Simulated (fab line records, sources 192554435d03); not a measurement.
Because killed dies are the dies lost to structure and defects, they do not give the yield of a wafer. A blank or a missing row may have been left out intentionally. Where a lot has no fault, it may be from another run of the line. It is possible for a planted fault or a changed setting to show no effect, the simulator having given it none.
Chamber matching -- flow n5Finfet -- rieDiel-02 running N5_GATE_CUT_STRIP_41: 4 sister chambers
The step strips in CF4. 8 wafers are shown with their chamber, then 12 later ones without.

## WAFERS PAIRED WITH THEIR CHAMBERS
wafer,chamber,drypumpMotorCurrentA (A),showerheadPlenumPTorr (Torr)
L080.6,3,5.6,1.75
L083.5,3,5.6,1.75
L089.1,2,6.0,1.79
L090.5,1,5.6,1.77
L090.6,0,5.1,1.86
L092.1,0,5.1,1.86
L092.2,1,5.7,1.76
L092.3,2,6.0,1.79

## WAFERS WITH NO CHAMBER GIVEN
wafer,drypumpMotorCurrentA (A),showerheadPlenumPTorr (Torr)
L092.4,5.6,1.75
L092.5,5.6,1.75
L092.6,5.1,1.86
L093.2,6.0,1.79
L093.3,5.6,1.75
L093.5,5.1,1.86
L094.1,5.6,1.75
L094.2,5.1,1.86
L094.3,6.1,1.79
L096.1,5.6,1.76
L096.5,5.6,1.75
L096.6,6.1,1.78

## WHICH CHAMBER EACH ONE RAN IN
wafer,from the rows above,in truth
L092.4,3,3
L092.5,3,3
L092.6,0,0
L093.2,2,2
L093.3,3,3
L093.5,0,0
L094.1,3,3
L094.2,0,0
L094.3,2,2
L096.1,can't be placed: 1 or 3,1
L096.5,3,3
L096.6,2,2
11 of 12 placed correctly. These rows do not allow placing 1 (true chamber among the candidates in 1). Wrongly placed: 0.
How it was worked out, from the rows above alone: a wafer's distance from a chamber is the root of the sum, over the readings, of the square of ((its reading less the chamber's mean) divided by the reading's scatter). The wafer belongs to the nearest chamber; if the next one is less than 2 further off, it can't be placed. The mean given for a chamber averages the wafers shown for that chamber. The scatter is the square root of a quotient: the sum, over the shown wafers, of each reading's squared deviation from its chamber's mean, divided by wafers minus chambers.
